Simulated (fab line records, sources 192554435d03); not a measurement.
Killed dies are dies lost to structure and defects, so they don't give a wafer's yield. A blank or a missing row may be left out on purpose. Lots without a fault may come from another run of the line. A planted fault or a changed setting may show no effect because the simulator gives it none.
Chamber matching | flow n5_finfet | N5_DUMMY_GATE_STRIP_40 on rie_diel-02: 4 sister chambers
The step strips in CF4. 8 wafers are shown with their chamber, then 11 later ones without.

WAFERS WITH THEIR CHAMBER
wafer  | chamber | drypump_motor_current_A (A) | showerhead_plenum_p_Torr (Torr)
L088.5 | 1       | 5.8                         | 1.77
L088.6 | 0       | 6.1                         | 1.86
L089.1 | 3       | 4.9                         | 1.85
L089.4 | 0       | 6.1                         | 1.86
L090.2 | 2       | 5.0                         | 1.75
L090.3 | 1       | 5.8                         | 1.77
L090.6 | 2       | 5.1                         | 1.75
L091.1 | 3       | 4.9                         | 1.84

WAFERS WITHOUT THEIR CHAMBER
wafer  | drypump_motor_current_A (A) | showerhead_plenum_p_Torr (Torr)
L091.2 | 6.1                         | 1.86
L091.3 | 5.8                         | 1.77
L094.1 | 4.9                         | 1.84
L094.3 | 6.1                         | 1.86
L094.4 | 5.1                         | 1.74
L095.2 | 5.8                         | 1.76
L095.4 | 4.9                         | 1.84
L095.5 | 4.9                         | 1.84
L097.3 | 6.1                         | 1.86
L097.4 | 4.9                         | 1.84
L097.6 | 6.1                         | 1.86

WHICH CHAMBER EACH WENT THROUGH
wafer  | from the rows above | in truth
L091.2 | 0                   | 0
L091.3 | 1                   | 1
L094.1 | 3                   | 3
L094.3 | 0                   | 0
L094.4 | 2                   | 2
L095.2 | 1                   | 1
L095.4 | 3                   | 3
L095.5 | 3                   | 3
L097.3 | 0                   | 0
L097.4 | 3                   | 3
L097.6 | 0                   | 0
Placed correctly: 11 of 11. Can't be placed from these rows: 0. Placed wrongly: 0.
How it was worked out, from the rows above alone: a wafer's distance from a chamber is the root of the sum, over the readings, of the square of ((its reading less the chamber's mean) divided by the reading's scatter). The wafer belongs to the nearest chamber; if the next one is less than 2 further off, it can't be placed. A chamber's mean is the mean of its shown wafers. The scatter: the root of (the sum of the squares of (reading less its chamber's mean) over the shown wafers, divided by (wafers less chambers)).
